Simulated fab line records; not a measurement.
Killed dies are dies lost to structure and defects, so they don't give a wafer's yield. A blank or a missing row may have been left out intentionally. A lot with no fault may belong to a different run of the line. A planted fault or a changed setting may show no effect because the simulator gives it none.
Split-lot trial	flow n5 finfet	21 wafers read across 7 lots, on a route 1938 steps long

== ABOUT THE SPLIT ==
At N5_BEOL_M7_COAT_05 (resist thk 90 nm), the setting spin rpm was moved away from the recipe's 1500 rpm on 7 of the 21 wafers read, by -10.7% to +10.9%. All remaining wafers had this setting at the recipe value.

== FROM THE SPLIT TO THE READING: what the file shows between them, 4 steps ==
- N5_BEOL_M7_EBR_07
- N5_BEOL_M7_SOFTBAKE_06: time 60 s
- N5_BEOL_M7_EXPOSE_08: exposes mask M7
- N5_BEOL_M7_PEB_09: peb time 60 s

== THE READING ==
CAR-ArF_of_BEOL_M7_COAT_05.thk nm (the simulator's own value, which no gauge read), in nm, at N5_BEOL_M7_DEVELOP_10 (develop time 30 s). No usual value for it is given in the file. Across the 14 wafers here that went through the recipe, the average is 88.4 nm and the standard deviation 0.26 nm.

wafer	tool, chamber at the split	spin rpm as run, rpm	against the recipe	CAR-ArF_of_BEOL_M7_COAT_05.thk nm, nm	against lot-mates on the recipe
L078.1	litho track-03, 0	1500	recipe	88.6	-
L078.3	litho track-03, 0	1500	recipe	88.6	-
L078.5	litho track-03, 0	1500	recipe	88.6	-
L081.1	litho track-03, 0	1552	+3.5%	87	-1.6
L081.2	litho track-03, 0	1500	recipe	88.6	-
L081.5	litho track-03, 0	1552	+3.5%	86.8	-1.8
L088.3	litho track-04, 0	1500	recipe	88.2	-
L088.6	litho track-04, 0	1500	recipe	88.2	-
L088.5	litho track-04, 0	1500	recipe	88.4	-
L093.3	litho track-03, 0	1339	-10.7%	94	+5.2
L093.5	litho track-03, 0	1500	recipe	88.8	-
L093.6	litho track-03, 0	1500	recipe	88.8	-
L094.1	litho track-01, 0	1597	+6.5%	85.2	-2.8
L094.2	litho track-01, 0	1597	+6.5%	85.2	-2.8
L094.6	litho track-01, 0	1500	recipe	88	-
L096.1	litho track-04, 0	1500	recipe	88	-
L096.2	litho track-04, 0	1500	recipe	88.2	-
L096.6	litho track-04, 0	1500	recipe	88.4	-
L097.1	litho track-03, 0	1500	recipe	88.4	-
L097.2	litho track-03, 0	1663	+10.9%	84	-4.4
L097.5	litho track-03, 0	1663	+10.9%	84.2	-4.2

FIT RESULTS
A straight line over all 21 wafers: CAR-ArF_of_BEOL_M7_COAT_05.thk nm changes by -0.453 nm for each +1% of spin rpm; r = -0.99; the points scatter about the line by 0.35 nm.
The same after taking each lot's own level away (the mean of its wafers on the recipe; 21 wafers): -0.433 nm for each +1%; r = -0.99; scatter 0.21 nm.
Per that fit: largest spin rpm move, reading shift of 4.7 nm.
The span of the lots' own levels, 88.00 to 88.80 nm, comes to 3.1 times the standard deviation stated above.
The two slopes agree, so the slope changes little with the lot-to-lot level.
Check: with one of the wafers moved furthest among these (+10.9%) left out of the fit, the line predicts -4.75 nm for it against its lot-mates. It came out at -4.4 nm against them.

== THESE WAFERS: OTHER SPLITS ==
Before the reading, these wafers also passed through other splits. Each is held against what the fit with the lots' levels taken away leaves over:
other split on the same wafers	wafers away from the commonest value	r with CAR-ArF_of_BEOL_M7_COAT_05.thk nm (lot level and that fit taken away)
N5_BEOL_M2_TRENCH_ETCH_37 source w	6	+0.38
N5_BEOL_M3_EXPOSE_25 dose mj	6	+0.21
N5_BEOL_M3_DESCUM_33 time s	9	-0.28
N5_BEOL_M3_SPUTTER_81 time s	6	-0.14
N5_BEOL_M5_ETCH_68 time s	7	+0.25
N5_BEOL_M5_ETCH_41 source w	11	-0.47
N5_BEOL_M6_PECVD_70 temp c	8	-0.15
N5_BEOL_M6_COAT_05 spin rpm	4	-0.02
N5_BEOL_M7_PECVD_70 temp c	6	+0.55

== THE WHOLE CHAIN: every reading that the file lists as answering this split, in the file's order ==
step	what it does	reading	change (the file's fit)	r (the file's)
N5_BEOL_M7_COAT_05	resist thk 90 nm	CAR-ArF_of_BEOL_M7_COAT_05.thk nm (the simulator's own value, which no gauge read)	-0.43 nm for each +1% of the setting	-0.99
N5_BEOL_M7_DEVELOP_10	develop time 30 s	CAR-ArF_of_BEOL_M7_COAT_05.thk nm (the simulator's own value, which no gauge read)	-0.441 nm for each +1% of the setting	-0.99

== FILE'S OWN FIT ==
CAR-ArF_of_BEOL_M7_COAT_05.thk nm changes by -0.441 nm for each +1% of spin rpm, r = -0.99.
